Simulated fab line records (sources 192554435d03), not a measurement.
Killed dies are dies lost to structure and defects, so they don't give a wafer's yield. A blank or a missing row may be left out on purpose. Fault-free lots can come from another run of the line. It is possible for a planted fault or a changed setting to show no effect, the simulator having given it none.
fab line records	flow n5-finfet
record lots=24	wafers=72	last-day=18
route steps=1938 shown WELL_APT@44 PMOS_HMC_CHANNEL_EPI@65 FIN_CUT@168
lots with no fault: from the same line, run without faults
start-h: start of the lot's first displayed wafer, in hours after the record's first day	wait-h: hours from the lot's prior step to this one	" repeats the value in the row above	L1.1+2: a single row standing in for several wafers	- no value, or no start was given	* or withheld: withheld	< > ~ a bound
route shown NAME@n: names a module that has steps shown in the file, with the first one's number in the route	usual: the fault-free wafers' mean and standard deviation	same: alike in all rows	chamber/n: place in a boat	sites: each site's reading	_std_site: how widely they spread, as a standard deviation	_edge_site: inner sites' mean taken away from outer sites' mean	radius-mm: for every site, how far away it sits from the centre of the wafer	mask NAME#n: copy n	behind: the most recent tool/chamber to have shaped the wafer	hold: reason for holding the lot/hours on hold/outcome of the hold	device: whichever transistor did not switch (one of n, p or np)	end of line: tests run on the same wafers once the route is complete	for a step that has no rows: nothing shown but its recipe	killed: the dies lost at the first sort to structure and to defects; this is not the yield of the wafer	map: the dies of a wafer, with x for killed, . for not killed, _ for no die there
set.NAME: the setting the step ran with; set.NAME@STEP: the setting that earlier step ran with	model.NAME: the simulator's own value behind a step, which no gauge read
route steps across a sampled set of lots; one table per step, one row per wafer
services: from which hour (start-h, from the record's first day; less than 0 if before it) a tool's chamber was out of use, for how many hours, and why
## steps
# step N5_WELL_APT_OVL_MEAS_26
# recipe points-per-wafer=44
# usual PWELL_OVL=0/5.1
lot.wafer	tool	chamber	start-h	wait-h	PWELL_OVL[nm]
L074.3	overlay-02	0	14.86	0.0	2
L074.5	"	0	"	"	2
L074.6	"	0	"	"	2
L075.2	overlay-02	0	20.96	0.0	0
L075.4	"	0	"	"	-1
L075.6	"	0	"	"	-2
L076.1	overlay-01	0	27.74	0.0	0
L076.4	"	0	"	"	2
L076.5	"	0	"	"	4
L077.1	overlay-02	0	33.26	0.0	-4
L077.4	"	0	"	"	-1
L077.6	"	0	"	"	3
L078.1	overlay-01	0	39.45	0.0	3
L078.5	"	0	"	"	4
L078.6	"	0	"	"	3
L079.1	overlay-01	0	45.14	0.0	5
L079.2	"	0	"	"	-5
L079.3	"	0	"	"	1
L080.1	overlay-02	0	52.05	0.0	-3
L080.3	"	0	"	"	-2
L080.6	"	0	"	"	1
L081.1	overlay-01	0	57.92	0.0	-5
L081.2	"	0	"	"	-8
L081.5	"	0	"	"	-7
L082.3	overlay-01	0	63.26	0.0	-1
L082.4	"	0	"	"	-3
L082.6	"	0	"	"	10
L083.2	overlay-02	0	69.09	0.0	6
L083.4	"	0	"	"	-2
L083.6	"	0	"	"	3
L084.2	overlay-02	0	75.26	0.0	1
L084.3	"	0	"	"	0
L084.4	"	0	"	"	2
L085.1	overlay-02	0	81.60	0.4	0
L085.2	"	0	"	"	2
L085.5	"	0	"	"	0
L086.2	overlay-01	0	87.08	0.0	7
L086.3	"	0	"	"	9
L086.5	"	0	"	"	8
L087.1	overlay-01	0	92.98	0.0	0
L087.4	"	0	"	"	8
L087.5	"	0	"	"	0
L088.2	overlay-01	0	99.94	0.0	4
L088.4	"	0	"	"	-7
L088.5	"	0	"	"	-8
L089.1	overlay-01	0	104.96	0.0	-3
L089.5	"	0	"	"	-14
L089.6	"	0	"	"	-9
L090.3	overlay-02	0	111.13	0.0	8
L090.4	"	0	"	"	6
L090.6	"	0	"	"	7
L091.1	overlay-01	0	117.08	0.0	1
L091.5	"	0	"	"	3
L091.6	"	0	"	"	11
L092.1	overlay-01	0	122.85	0.0	1
L092.3	"	0	"	"	0
L092.4	"	0	"	"	1
L093.1	overlay-02	0	128.98	0.0	1
L093.4	"	0	"	"	5
L093.6	"	0	"	"	1
L094.2	overlay-02	0	134.79	0.0	-6
L094.4	"	0	"	"	-6
L094.5	"	0	"	"	-5
L095.3	overlay-02	0	141.02	0.0	6
L095.5	"	0	"	"	0
L095.6	"	0	"	"	5
L096.1	overlay-02	0	146.75	0.0	-6
L096.4	"	0	"	"	-8
L096.5	"	0	"	"	-7
L097.1	overlay-02	0	154.37	0.0	-6
L097.5	"	0	"	"	-1
L097.6	"	0	"	"	0
# step N5_PMOS_HMC_CHANNEL_EPI_CD_MEAS_09
# recipe target-cd-nm=237.4	landing-energy-ev=500	detector=se-inlens
# usual cd-nm=237.2/1.1
lot.wafer	tool	chamber	start-h	wait-h	cd-nm
L074.3	cd-sem-03	0	17.77	-	237.6
L074.5	"	0	"	"	236.7
L074.6	"	0	"	"	238.1
L075.2	cd-sem-01	0	23.14	-	237.5
L075.4	"	0	"	"	237.0
L075.6	"	0	"	"	237.4
L076.1	cd-sem-01	0	30.12	-	238.1
L076.4	"	0	"	"	238.5
L076.5	"	0	"	"	237.6
L077.1	cd-sem-03	0	35.30	-	237.5
L077.4	"	0	"	"	237.2
L077.6	"	0	"	"	238.3
L078.1	cd-sem-03	0	42.38	-	239.3
L078.5	"	0	"	"	239.4
L078.6	"	0	"	"	239.5
L079.1	cd-sem-03	0	47.34	-	237.8
L079.2	"	0	"	"	238.2
L079.3	"	0	"	"	237.9
L080.1	cd-sem-02	0	54.49	-	237.2
L080.3	"	0	"	"	236.9
L080.6	"	0	"	"	237.0
L081.1	cd-sem-03	0	60.15	-	236.9
L081.2	"	0	"	"	236.8
L081.5	"	0	"	"	237.5
L082.3	cd-sem-03	0	66.71	-	236.3
L082.4	"	0	"	"	236.0
L082.6	"	0	"	"	236.4
L083.2	cd-sem-02	0	71.45	-	238.7
L083.4	"	0	"	"	238.7
L083.6	"	0	"	"	238.3
L084.2	cd-sem-02	0	77.60	-	237.8
L084.3	"	0	"	"	237.3
L084.4	"	0	"	"	237.0
L085.1	cd-sem-02	0	83.91	-	237.3
L085.2	"	0	"	"	235.9
L085.5	"	0	"	"	235.1
L086.2	cd-sem-01	0	89.46	-	236.0
L086.3	"	0	"	"	235.5
L086.5	"	0	"	"	238.3
L087.1	cd-sem-01	0	95.57	-	237.9
L087.4	"	0	"	"	238.6
L087.5	"	0	"	"	236.5
L088.2	cd-sem-02	0	102.37	-	237.8
L088.4	"	0	"	"	236.2
L088.5	"	0	"	"	238.3
L089.1	cd-sem-02	0	107.19	-	235.4
L089.5	"	0	"	"	237.0
L089.6	"	0	"	"	235.8
L090.3	cd-sem-02	0	113.71	-	237.3
L090.4	"	0	"	"	237.6
L090.6	"	0	"	"	236.7
L091.1	cd-sem-03	0	119.42	-	236.7
L091.5	"	0	"	"	235.8
L091.6	"	0	"	"	236.5
L092.1	cd-sem-02	0	125.17	-	235.8
L092.3	"	0	"	"	235.9
L092.4	"	0	"	"	235.1
L093.1	cd-sem-01	0	131.53	-	236.9
L093.4	"	0	"	"	236.4
L093.6	"	0	"	"	236.9
L094.2	cd-sem-03	0	136.95	-	238.6
L094.4	"	0	"	"	237.1
L094.5	"	0	"	"	238.7
L095.3	cd-sem-01	0	143.37	-	237.2
L095.5	"	0	"	"	236.5
L095.6	"	0	"	"	236.6
L096.1	cd-sem-01	0	149.18	-	235.7
L096.4	"	0	"	"	236.4
L096.5	"	0	"	"	235.8
L097.1	cd-sem-01	0	156.51	-	236.5
L097.5	"	0	"	"	237.7
L097.6	"	0	"	"	237.1
# step N5_PMOS_HMC_CHANNEL_EPI_DESCUM_14
# recipe chemistry=O2	time-s=7.9	source-power-w=50	bias-power-w=20	pressure-mtorr=20	rf-frequency-hz=2.712e+07	temp-c=40	resist=CAR-ArF-block	o2-flow-sccm=225
# usual drypump-motor-current-A=5.7/0.49	oes-product-au=0.77/0.07	rf-vpp-V=243.2/1.4	showerhead-plenum-p-Torr=2.10/0.074	throttle-valve-pct=20.52/0.28
lot.wafer	tool	chamber	start-h	wait-h	drypump-motor-current-A	oes-product-au	rf-hours-counter-h	rf-vpp-V	showerhead-plenum-p-Torr	throttle-valve-pct
L074.3	rie-diel-02	1	17.85	0.0	6.2	0.76	148	243.4	2.08	20.14
L074.5	"	1	"	"	6.2	0.77	-	243.0	2.08	20.17
L074.6	"	2	"	"	5.6	0.77	-	241.5	2.01	20.43
L075.2	rie-diel-03	1	23.22	0.0	5.7	0.80	135	240.5	2.04	20.76
L075.4	"	0	"	"	5.7	0.76	168	244.1	2.16	20.72
L075.6	"	2	"	"	5.3	0.75	-	245.3	2.16	20.60
L076.1	rie-diel-01	1	30.21	0.0	6.6	0.71	174	240.9	1.99	19.98
L076.4	"	3	"	"	6.6	0.78	122	244.0	2.20	20.61
L076.5	"	1	"	"	6.6	0.72	-	242.1	1.99	19.99
L077.1	rie-diel-03	3	35.54	0.2	5.0	0.76	158	243.0	2.09	20.52
L077.4	"	2	"	"	5.3	0.74	181	244.4	2.16	20.60
L077.6	"	1	"	"	5.7	0.79	-	241.2	2.03	20.76
L078.1	rie-diel-03	1	42.47	0.0	5.7	0.79	141	241.5	2.03	20.75
L078.5	"	2	"	"	5.3	0.74	-	244.4	2.16	20.61
L078.6	"	1	"	"	5.7	0.79	-	244.6	2.03	20.76
L079.1	rie-diel-03	3	48.05	0.7	5.1	0.77	162	243.1	2.09	20.53
L079.2	"	0	"	"	5.7	0.76	177	244.5	2.16	20.73
L079.3	"	2	"	"	5.3	0.75	184	244.7	2.16	20.60
L080.1	rie-diel-01	1	55.16	0.6	6.6	0.71	184	242.5	1.99	20.00
L080.3	"	0	"	"	5.5	0.67	252	243.3	2.12	20.41
L080.6	"	1	"	"	6.6	0.72	-	239.6	1.99	20.01
L081.1	rie-diel-03	1	60.98	0.8	5.7	0.78	151	241.7	2.03	20.79
L081.2	"	2	"	"	5.3	0.73	192	244.4	2.16	20.62
L081.5	"	2	"	"	5.3	0.73	-	244.4	2.16	20.62
L082.3	rie-diel-01	2	66.90	0.1	5.7	0.74	202	242.6	2.10	20.99
L082.4	"	1	"	"	6.6	0.70	-	241.9	1.99	20.00
L082.6	"	3	"	"	6.6	0.78	-	242.6	2.20	20.66
L083.2	rie-diel-01	2	71.59	0.1	5.7	0.73	204	242.9	2.10	20.98
L083.4	"	1	"	"	6.6	0.71	-	241.9	1.98	20.01
L083.6	"	2	"	"	5.7	0.74	-	241.0	2.10	21.00
L084.2	rie-diel-03	2	77.69	0.0	5.3	0.73	197	243.9	2.16	20.64
L084.3	"	0	"	"	5.6	0.74	189	244.9	2.16	20.74
L084.4	"	3	"	"	5.1	0.76	-	241.7	2.09	20.54
L085.1	rie-diel-02	3	84.29	0.3	5.5	0.93	16	245.0	2.26	20.35
L085.2	"	2	"	"	5.6	0.75	190	242.5	2.00	20.46
L085.5	"	3	"	"	5.5	0.93	-	247.2	2.26	20.35
L086.2	rie-diel-03	2	89.55	0.0	5.3	0.72	202	245.0	2.15	20.62
L086.3	"	0	"	"	5.6	0.74	194	245.4	2.15	20.75
L086.5	"	2	"	"	5.3	0.72	-	244.5	2.15	20.64
L087.1	rie-diel-02	2	96.56	0.9	5.6	0.75	194	242.7	2.00	20.46
L087.4	"	1	"	"	6.2	0.76	167	242.0	2.07	20.19
L087.5	"	0	"	"	5.3	0.91	-	242.6	2.08	20.55
L088.2	rie-diel-01	0	102.46	0.0	5.5	0.95	6	243.6	2.12	19.97
L088.4	"	3	"	"	6.6	0.77	148	246.4	2.19	20.67
L088.5	"	0	"	"	5.6	0.95	-	244.1	2.12	19.97
L089.1	rie-diel-01	1	107.31	0.1	6.6	0.69	205	242.1	1.98	20.05
L089.5	"	3	"	"	6.6	0.76	-	244.4	2.19	20.66
L089.6	"	0	"	"	5.6	0.95	-	242.9	2.12	19.98
L090.3	rie-diel-03	3	113.80	0.0	5.1	0.76	180	243.2	2.08	20.57
L090.4	"	0	"	"	5.6	0.74	201	245.1	2.15	20.76
L090.6	"	0	"	"	5.6	0.74	-	243.9	2.15	20.76
L091.1	rie-diel-02	1	119.51	0.0	6.2	0.74	174	244.2	2.07	20.22
L091.5	"	0	"	"	5.3	0.89	-	242.0	2.08	20.54
L091.6	"	3	"	"	5.5	0.91	-	244.8	2.25	20.38
L092.1	rie-diel-01	2	125.26	0.0	5.7	0.72	219	243.7	2.09	21.02
L092.3	"	1	"	"	6.6	0.70	208	241.2	1.98	20.05
L092.4	"	0	"	"	5.5	0.93	11	243.6	2.12	19.99
L093.1	rie-diel-03	2	132.09	0.5	5.3	0.72	215	243.5	2.15	20.65
L093.4	"	0	"	"	5.7	0.71	206	244.3	2.15	20.77
L093.6	"	2	"	"	5.3	0.71	-	244.6	2.15	20.66
L094.2	rie-diel-02	0	137.20	0.2	5.3	0.87	24	241.0	2.07	20.56
L094.4	"	2	"	"	5.6	0.73	206	241.3	2.00	20.48
L094.5	"	3	"	"	5.5	0.89	-	244.6	2.25	20.38
L095.3	rie-diel-01	2	143.46	0.0	5.7	0.72	223	244.2	2.09	21.04
L095.5	"	1	"	"	6.6	0.69	-	242.1	1.98	20.05
L095.6	"	2	"	"	5.7	0.72	-	242.5	2.09	21.02
L096.1	rie-diel-02	3	149.27	0.0	5.5	0.89	37	244.2	2.25	20.37
L096.4	"	1	"	"	6.2	0.74	184	243.4	2.07	20.21
L096.5	"	2	"	"	5.6	0.74	-	239.5	2.00	20.48
L097.1	rie-diel-02	0	156.60	0.0	5.2	0.87	30	241.6	2.07	20.55
L097.5	"	2	"	"	5.6	0.73	-	241.0	2.00	20.48
L097.6	"	1	"	"	6.2	0.74	-	242.7	2.06	20.22
# step N5_FIN_CUT_ETCH_20
# recipe chemistry=CF4	target=SiARC	target-depth-a=260	mask-material=CAR-EUV	time-s=43.3	ion-energy-ev=80	pressure-mtorr=40	source-w=545	bias-w=36	Ar_flow_sccm=100	cf4-flow-sccm=100	ends=cleared
# usual drypump-motor-current-A=5.9/0.5	etch-rf-on-time-s=43.0/1.1	oes-product-au=0.67/0.065	rf-vpp-V=184.0/1.3	showerhead-plenum-p-Torr=2.14/0.07	throttle-valve-pct=15.63/0.26
lot.wafer	tool	chamber	start-h	wait-h	drypump-motor-current-A	etch-rf-on-time-s	oes-product-au	rf-hours-counter-h	rf-vpp-V	showerhead-plenum-p-Torr	throttle-valve-pct
L074.3	rie-diel-01	2	28.37	0.0	5.7	42.1	0.65	184	183.2	2.13	15.99
L074.5	"	1	"	"	6.6	42.1	0.63	-	183.1	2.07	15.36
L074.6	"	2	"	"	5.7	42.2	0.65	-	184.8	2.13	15.98
L075.2	rie-diel-01	3	33.82	0.0	6.6	43.0	0.65	124	183.4	2.23	15.73
L075.4	"	2	"	"	5.7	41.8	0.65	186	185.4	2.13	16.00
L075.6	"	2	"	"	5.7	42.3	0.64	-	183.6	2.13	16.00
L076.1	rie-diel-01	1	40.09	0.0	6.6	42.3	0.64	177	181.0	2.07	15.41
L076.4	"	3	"	"	6.6	43.5	0.65	126	186.2	2.23	15.74
L076.5	"	3	"	"	6.6	43.3	0.65	-	185.3	2.23	15.75
L077.1	rie-diel-02	1	45.73	0.0	6.2	43.2	0.64	156	183.6	2.14	15.48
L077.4	"	2	"	"	5.6	42.8	0.64	182	182.2	2.04	15.59
L077.6	"	1	"	"	6.2	43.0	0.65	-	184.4	2.14	15.50
L078.1	rie-diel-03	1	54.16	0.0	5.7	42.2	0.67	147	182.8	2.05	15.73
L078.5	"	1	"	"	5.7	42.2	0.67	-	184.6	2.05	15.73
L078.6	"	0	"	"	5.6	42.7	0.65	-	184.2	2.21	15.96
L079.1	rie-diel-01	3	57.71	0.0	6.6	43.4	0.64	132	184.9	2.23	15.76
L079.2	"	2	"	"	5.7	42.2	0.64	197	183.4	2.13	16.01
L079.3	"	1	"	"	6.6	41.7	0.63	186	182.7	2.06	15.41
L080.1	rie-diel-02	0	65.59	0.0	5.3	45.4	0.80	1	184.4	2.12	15.42
L080.3	"	2	"	"	5.6	42.9	0.64	184	183.0	2.04	15.60
L080.6	"	0	"	"	5.3	45.4	0.80	-	184.2	2.12	15.44
L081.1	rie-diel-01	1	70.22	0.0	6.6	42.0	0.63	192	182.0	2.06	15.43
L081.2	"	3	"	"	6.6	43.1	0.64	138	184.6	2.23	15.76
L081.5	"	3	"	"	6.6	43.2	0.65	-	185.6	2.23	15.74
L082.3	rie-diel-01	3	76.78	0.0	6.6	42.9	0.64	141	185.9	2.23	15.77
L082.4	"	1	"	"	6.6	41.9	0.62	-	182.6	2.06	15.43
L082.6	"	3	"	"	6.6	42.8	0.64	-	185.5	2.23	15.76
L083.2	rie-diel-01	1	81.75	0.0	6.6	41.8	0.62	197	182.4	2.06	15.44
L083.4	"	3	"	"	6.6	42.6	0.65	143	184.6	2.23	15.79
L083.6	"	0	"	"	5.5	43.1	0.83	-	184.6	2.19	15.25
L084.2	rie-diel-02	3	86.85	0.0	5.6	44.3	0.79	17	184.6	2.26	15.18
L084.3	"	1	"	"	6.2	43.6	0.64	165	184.0	2.14	15.49
L084.4	"	2	"	"	5.6	42.8	0.63	191	182.4	2.04	15.60
L085.1	rie-diel-03	3	95.53	0.0	5.1	42.1	0.64	174	183.7	2.12	15.75
L085.2	"	1	"	"	5.7	42.2	0.66	156	182.2	2.05	15.74
L085.5	"	0	"	"	5.6	42.3	0.64	-	185.7	2.21	15.99
L086.2	rie-diel-01	0	101.51	0.0	5.6	43.5	0.80	6	186.0	2.18	15.28
L086.3	"	3	"	"	6.6	43.1	0.63	148	183.5	2.22	15.78
L086.5	"	2	"	"	5.7	42.1	0.63	-	182.3	2.12	16.04
L087.1	rie-diel-03	0	105.83	0.0	5.6	42.6	0.63	198	183.2	2.21	15.99
L087.4	"	2	"	"	5.3	42.2	0.62	207	185.1	2.21	15.85
L087.5	"	3	"	"	5.1	42.2	0.65	-	183.8	2.12	15.75
L088.2	rie-diel-01	2	112.41	0.0	5.7	42.4	0.63	215	182.6	2.12	16.06
L088.4	"	3	"	"	6.6	42.7	0.63	150	184.0	2.22	15.77
L088.5	"	1	"	"	6.6	42.4	0.61	-	183.4	2.06	15.45
L089.1	rie-diel-02	0	116.83	0.0	5.2	45.6	0.74	17	183.8	2.11	15.46
L089.5	"	0	"	"	5.3	45.3	0.74	-	183.7	2.11	15.46
L089.6	"	1	"	"	6.2	42.8	0.64	-	184.3	2.13	15.53
L090.3	rie-diel-01	3	123.24	0.0	6.6	42.9	0.64	153	184.8	2.22	15.80
L090.4	"	1	"	"	6.6	41.6	0.62	208	181.5	2.05	15.45
L090.6	"	1	"	"	6.6	41.8	0.62	-	183.0	2.05	15.43
L091.1	rie-diel-01	0	129.13	0.0	5.5	43.8	0.78	12	184.9	2.18	15.29
L091.5	"	0	"	"	5.6	43.4	0.78	-	184.6	2.18	15.30
L091.6	"	1	"	"	6.6	42.2	0.61	-	181.5	2.06	15.45
L092.1	rie-diel-02	2	134.77	0.0	5.6	43.1	0.62	205	182.9	2.04	15.63
L092.3	"	0	"	"	5.2	45.4	0.74	23	183.3	2.11	15.46
L092.4	"	3	"	"	5.5	44.0	0.77	33	186.0	2.26	15.25
L093.1	rie-diel-02	1	141.18	0.0	6.2	43.1	0.63	181	184.8	2.13	15.54
L093.4	"	2	"	"	5.6	43.5	0.62	208	182.4	2.04	15.64
L093.6	"	0	"	"	5.2	45.6	0.73	-	184.1	2.11	15.49
L094.2	rie-diel-03	2	148.60	0.0	5.3	42.0	0.61	219	185.1	2.20	15.86
L094.4	"	0	"	"	5.6	42.4	0.64	212	184.9	2.20	16.03
L094.5	"	0	"	"	5.7	42.5	0.62	-	184.7	2.20	16.03
L095.3	rie-diel-03	2	154.04	0.0	5.3	41.8	0.61	220	185.8	2.20	15.86
L095.5	"	1	"	"	5.7	41.8	0.66	-	183.6	2.05	15.78
L095.6	"	0	"	"	5.7	42.0	0.63	-	185.1	2.20	16.02
L096.1	rie-diel-02	0	159.27	0.0	5.3	46.1	0.72	30	183.8	2.11	15.50
L096.4	"	1	"	"	6.2	43.4	0.63	186	184.3	2.13	15.57
L096.5	"	3	"	"	5.5	44.6	0.75	-	185.2	2.25	15.24
L097.1	rie-diel-01	2	166.58	0.0	5.7	43.5	0.60	230	184.6	2.12	16.08
L097.5	"	1	"	"	6.6	42.4	0.61	-	181.7	2.05	15.50
L097.6	"	0	"	"	5.6	43.5	0.77	-	184.0	2.18	15.33
# step N5_FIN_CUT_CUT_ETCH_26
# recipe chemistry=CH3F/O2	target=SiNx	target-depth-a=390	mask-material=SOC	time-s=55.7	pressure-mtorr=30	source-w=395	bias-w=73	Ar_flow_sccm=150	CH3F_flow_sccm=30	O2_flow_sccm=20	ion-energy-ev=120
# usual drypump-motor-current-A=5.9/0.51	oes-product-au=0.78/0.077	rf-vpp-V=298/13	showerhead-plenum-p-Torr=2.00/0.078	throttle-valve-pct=16.40/0.27
lot.wafer	tool	chamber	start-h	wait-h	drypump-motor-current-A	oes-product-au	rf-hours-counter-h	rf-vpp-V	showerhead-plenum-p-Torr	throttle-valve-pct
L074.3	rie-diel-01	2	28.75	0.0	5.7	0.76	184	315	1.99	16.74
L074.5	"	1	"	"	6.6	0.73	-	277	1.91	16.06
L074.6	"	2	"	"	5.7	0.76	-	314	1.99	16.74
L075.2	rie-diel-01	3	34.20	0.0	6.6	0.78	124	321	2.10	16.55
L075.4	"	2	"	"	5.7	0.76	186	314	1.99	16.74
L075.6	"	2	"	"	5.7	0.76	-	315	1.99	16.74
L076.1	rie-diel-01	1	40.47	0.0	6.5	0.74	177	278	1.91	16.08
L076.4	"	3	"	"	6.6	0.78	126	321	2.10	16.57
L076.5	"	3	"	"	6.6	0.77	-	322	2.10	16.57
L077.1	rie-diel-02	1	46.12	0.0	6.2	0.76	157	297	2.02	16.34
L077.4	"	2	"	"	5.6	0.75	182	305	1.89	16.25
L077.6	"	1	"	"	6.2	0.76	-	295	2.02	16.35
L078.1	rie-diel-03	1	54.54	0.0	5.7	0.79	147	295	1.92	16.52
L078.5	"	1	"	"	5.7	0.78	-	294	1.92	16.53
L078.6	"	0	"	"	5.7	0.75	-	290	2.09	16.81
L079.1	rie-diel-01	3	58.10	0.0	6.6	0.76	132	321	2.10	16.58
L079.2	"	2	"	"	5.7	0.75	197	315	1.99	16.76
L079.3	"	1	"	"	6.6	0.73	186	279	1.91	16.09
L080.1	rie-diel-02	0	65.98	0.0	5.2	0.94	2	303	1.97	16.16
L080.3	"	2	"	"	5.6	0.75	184	304	1.89	16.27
L080.6	"	0	"	"	5.2	0.93	-	301	1.97	16.17
L081.1	rie-diel-01	1	70.60	0.0	6.6	0.71	192	278	1.91	16.09
L081.2	"	3	"	"	6.6	0.76	138	321	2.10	16.58
L081.5	"	3	"	"	6.6	0.76	-	320	2.10	16.60
L082.3	rie-diel-01	3	77.16	0.0	6.6	0.77	141	321	2.10	16.58
L082.4	"	1	"	"	6.6	0.72	-	278	1.91	16.12
L082.6	"	3	"	"	6.6	0.77	-	321	2.10	16.61
L083.2	rie-diel-01	1	82.14	0.0	6.6	0.71	197	278	1.91	16.10
L083.4	"	3	"	"	6.6	0.76	143	321	2.10	16.59
L083.6	"	0	"	"	5.6	0.97	-	300	2.04	16.03
L084.2	rie-diel-02	3	87.23	0.0	5.5	0.93	17	288	2.14	16.11
L084.3	"	1	"	"	6.2	0.75	165	294	2.01	16.34
L084.4	"	2	"	"	5.6	0.75	191	303	1.89	16.28
L085.1	rie-diel-03	3	95.92	0.0	5.0	0.76	174	301	1.97	16.40
L085.2	"	1	"	"	5.7	0.77	157	294	1.92	16.54
L085.5	"	0	"	"	5.6	0.74	-	289	2.08	16.84
L086.2	rie-diel-01	0	101.89	0.0	5.5	0.93	6	298	2.04	16.04
L086.3	"	3	"	"	6.6	0.74	148	321	2.10	16.60
L086.5	"	2	"	"	5.7	0.73	-	314	1.98	16.80
L087.1	rie-diel-03	0	106.21	0.0	5.6	0.73	199	289	2.08	16.86
L087.4	"	2	"	"	5.3	0.72	208	289	2.07	16.61
L087.5	"	3	"	"	5.1	0.75	-	301	1.97	16.43
L088.2	rie-diel-01	2	112.79	0.0	5.7	0.74	216	315	1.98	16.80
L088.4	"	3	"	"	6.6	0.75	150	322	2.09	16.61
L088.5	"	1	"	"	6.6	0.71	-	277	1.90	16.12
L089.1	rie-diel-02	0	117.21	0.0	5.3	0.87	18	301	1.96	16.19
L089.5	"	0	"	"	5.3	0.87	-	301	1.96	16.20
L089.6	"	1	"	"	6.2	0.74	-	296	2.01	16.38
L090.3	rie-diel-01	3	123.62	0.0	6.6	0.75	153	321	2.09	16.60
L090.4	"	1	"	"	6.6	0.71	208	278	1.90	16.12
L090.6	"	1	"	"	6.6	0.70	-	279	1.90	16.13
L091.1	rie-diel-01	0	129.51	0.0	5.5	0.92	12	298	2.04	16.05
L091.5	"	0	"	"	5.6	0.92	-	299	2.04	16.05
L091.6	"	1	"	"	6.6	0.70	-	279	1.90	16.12
L092.1	rie-diel-02	2	135.15	0.0	5.6	0.73	205	304	1.89	16.30
L092.3	"	0	"	"	5.2	0.86	23	303	1.96	16.19
L092.4	"	3	"	"	5.5	0.89	33	290	2.14	16.12
L093.1	rie-diel-02	1	141.56	0.0	6.2	0.74	181	296	2.01	16.37
L093.4	"	2	"	"	5.6	0.72	208	304	1.88	16.30
L093.6	"	0	"	"	5.2	0.86	-	302	1.96	16.21
L094.2	rie-diel-03	2	148.98	0.0	5.3	0.71	219	287	2.06	16.64
L094.4	"	0	"	"	5.7	0.72	212	291	2.08	16.89
L094.5	"	0	"	"	5.6	0.73	-	290	2.08	16.89
L095.3	rie-diel-03	2	154.42	0.0	5.3	0.71	221	289	2.06	16.64
L095.5	"	1	"	"	5.7	0.76	-	294	1.91	16.56
L095.6	"	0	"	"	5.6	0.72	-	290	2.08	16.89
L096.1	rie-diel-02	0	159.65	0.0	5.3	0.86	30	301	1.96	16.23
L096.4	"	1	"	"	6.2	0.74	186	296	2.01	16.40
L096.5	"	3	"	"	5.5	0.89	-	288	2.13	16.14
L097.1	rie-diel-01	2	166.96	0.0	5.7	0.71	230	314	1.97	16.84
L097.5	"	1	"	"	6.6	0.69	-	278	1.90	16.14
L097.6	"	0	"	"	5.6	0.89	-	299	2.04	16.05
# step N5_FIN_CUT_PRECLEAN_35
# recipe time-s=13.3	temp-c=45	pressure-torr=125	p-hf-torr=3	p-coreactant-torr=25	chemistry=vHF
# usual drypump-motor-current-A=5.9/0.45
lot.wafer	tool	chamber	start-h	wait-h	drypump-motor-current-A
L074.3	vapor-etch-02	0	28.89	0.1	5.4
L074.5	"	1	"	"	6.4
L074.6	"	0	"	"	5.4
L075.2	vapor-etch-02	1	34.31	0.0	6.5
L075.4	"	0	"	"	5.4
L075.6	"	0	"	"	5.4
L076.1	vapor-etch-01	1	40.58	0.0	6.1
L076.4	"	1	"	"	6.1
L076.5	"	1	"	"	6.1
L077.1	vapor-etch-01	0	46.23	0.0	5.5
L077.4	"	0	"	"	5.5
L077.6	"	0	"	"	5.5
L078.1	vapor-etch-01	1	54.66	0.0	6.1
L078.5	"	1	"	"	6.1
L078.6	"	0	"	"	5.4
L079.1	vapor-etch-02	0	58.21	0.0	5.4
L079.2	"	1	"	"	6.4
L079.3	"	1	"	"	6.5
L080.1	vapor-etch-01	1	66.25	0.2	6.1
L080.3	"	0	"	"	5.5
L080.6	"	1	"	"	6.1
L081.1	vapor-etch-02	1	70.71	0.0	6.4
L081.2	"	0	"	"	5.4
L081.5	"	1	"	"	6.4
L082.3	vapor-etch-01	0	77.30	0.1	5.4
L082.4	"	1	"	"	6.1
L082.6	"	1	"	"	6.2
L083.2	vapor-etch-02	1	82.25	0.0	6.4
L083.4	"	1	"	"	6.4
L083.6	"	0	"	"	5.4
L084.2	vapor-etch-01	0	87.34	0.0	5.4
L084.3	"	0	"	"	5.4
L084.4	"	1	"	"	6.1
L085.1	vapor-etch-02	1	96.03	0.0	6.5
L085.2	"	0	"	"	5.4
L085.5	"	0	"	"	5.4
L086.2	vapor-etch-01	0	102.00	0.0	5.5
L086.3	"	1	"	"	6.1
L086.5	"	1	"	"	6.1
L087.1	vapor-etch-02	0	106.33	0.0	5.4
L087.4	"	1	"	"	6.4
L087.5	"	1	"	"	6.4
L088.2	vapor-etch-01	0	112.91	0.0	5.4
L088.4	"	1	"	"	6.2
L088.5	"	1	"	"	6.1
L089.1	vapor-etch-02	0	117.32	0.0	5.4
L089.5	"	1	"	"	6.4
L089.6	"	0	"	"	5.4
L090.3	vapor-etch-02	1	123.76	0.1	6.5
L090.4	"	0	"	"	5.4
L090.6	"	0	"	"	5.4
L091.1	vapor-etch-01	0	129.63	0.0	5.4
L091.5	"	0	"	"	5.5
L091.6	"	1	"	"	6.1
L092.1	vapor-etch-02	1	135.27	0.0	6.4
L092.3	"	0	"	"	5.4
L092.4	"	1	"	"	6.4
L093.1	vapor-etch-02	0	141.67	0.0	5.4
L093.4	"	1	"	"	6.4
L093.6	"	0	"	"	5.4
L094.2	vapor-etch-02	0	149.27	0.2	5.4
L094.4	"	1	"	"	6.4
L094.5	"	0	"	"	5.4
L095.3	vapor-etch-01	1	154.55	0.1	6.1
L095.5	"	0	"	"	5.5
L095.6	"	1	"	"	6.2
L096.1	vapor-etch-02	0	159.77	0.1	5.4
L096.4	"	0	"	"	5.4
L096.5	"	0	"	"	5.4
L097.1	vapor-etch-01	1	167.08	0.0	6.1
L097.5	"	1	"	"	6.1
L097.6	"	0	"	"	5.5
## services
tool	chamber	start-h	hours	kind
rie-diel-01	-	-5.46	2.8	pm
rie-diel-02	3	-1.86	-	clean
rie-diel-02	3	-1.86	-	consumable-replace:esc
rie-diel-02	3	-1.86	-	consumable-replace:focus-ring
rie-diel-02	3	-1.86	-	consumable-replace:showerhead
rie-diel-02	3	-1.86	26.0	scheduled-down
rie-diel-02	3	-1.86	26.0	vent-cycle
rie-diel-02	1	21.67	6.5	repair
rie-diel-02	0	28.19	-	clean
rie-diel-02	0	28.19	-	consumable-replace:focus-ring
rie-diel-02	0	28.19	17.2	scheduled-down
rie-diel-02	0	28.19	17.2	vent-cycle
rie-diel-02	-	46.21	15.6	pm
rie-diel-03	3	48.58	9.8	repair
rie-diel-01	3	50.91	4.7	repair
rie-diel-01	0	55.60	-	clean
rie-diel-01	0	55.60	-	consumable-replace:focus-ring
rie-diel-01	0	55.60	23.9	scheduled-down
rie-diel-01	0	55.60	23.9	vent-cycle
rie-diel-03	1	76.00	12.8	repair
rie-diel-01	-	94.55	4.1	repair
vapor-etch-01	1	151.77	1.4	repair
## key
fault none
